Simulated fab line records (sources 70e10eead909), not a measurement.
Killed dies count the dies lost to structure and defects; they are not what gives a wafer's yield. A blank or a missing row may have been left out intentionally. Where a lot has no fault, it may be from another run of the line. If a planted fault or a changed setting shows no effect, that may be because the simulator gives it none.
Chamber matching -- flow nand harc -- NHARC_A_STAIRCASE_DESCUM_252 on rie diel-08 has 4 sister chambers
The step chemistry O2, time 3 s. 18 wafers are shown with their chamber, then 9 later ones without.

== EACH WAFER AND ITS CHAMBER ==
wafer,chamber,showerhead plenum p Torr (Torr),drypump motor current A (A),oes product au (a.u.)
L868.1,3,1.90,4.9,1.025
L868.4,0,1.84,5.6,1.007
L868.5,2,1.90,5.6,1.018
L870.2,0,1.84,5.5,0.997
L870.3,1,2.05,5.6,1.000
L870.5,2,1.89,5.6,1.001
L871.2,0,1.84,5.6,1.007
L871.4,2,1.89,5.5,0.993
L871.5,0,1.84,5.6,1.014
L872.1,1,2.05,5.6,1.003
L872.5,0,1.84,5.6,1.005
L872.6,1,2.05,5.6,1.005
L873.1,2,1.89,5.6,1.002
L873.3,0,1.84,5.5,1.004
L873.6,1,2.05,5.6,0.997
L875.4,1,2.05,5.6,1.009
L875.5,3,1.89,4.8,1.018
L875.6,2,1.89,5.6,0.999

SIGNATURES (means of the wafers above)
reading,chamber 0,chamber 1,chamber 2,chamber 3,scatter within a chamber
showerhead plenum p Torr,1.8400,2.0500,1.8920,1.8950,0.00305
drypump motor current A,5.567,5.600,5.580,4.850,0.0434
oes product au,1.00567,1.00280,1.00260,1.02150,0.00658
Rule: for a wafer and a chamber, the distance is found by dividing, reading by reading, the gap between the wafer's reading and the chamber's mean by the reading's scatter, squaring, summing and taking the root. If the next closest chamber is less than 2 further off than the closest, the wafer can't be placed; otherwise it belongs to the closest. The scatter is the square root of a quotient: the sum, over the shown wafers, of each reading's squared deviation from its chamber's mean, divided by wafers minus chambers.

== WAFERS WITH NO CHAMBER GIVEN ==
wafer,showerhead plenum p Torr (Torr),drypump motor current A (A),oes product au (a.u.)
L880.2,1.88,5.5,1.001
L880.3,2.04,5.6,0.995
L880.5,1.83,5.6,1.001
L884.2,1.88,5.6,1.003
L884.4,2.04,5.6,1.001
L884.5,2.04,5.6,0.992
L885.4,1.88,4.9,1.014
L885.5,1.88,5.6,0.996
L885.6,1.88,4.8,1.023

== EACH ONE'S CHAMBER ==
wafer,from the rows above,in truth
L880.2,2,2
L880.3,1,1
L880.5,0,0
L884.2,2,2
L884.4,1,1
L884.5,1,1
L885.4,3,3
L885.5,2,2
L885.6,3,3
Correctly placed: 9 of 9. From these rows, 0 cannot be placed. 0 placed wrongly.
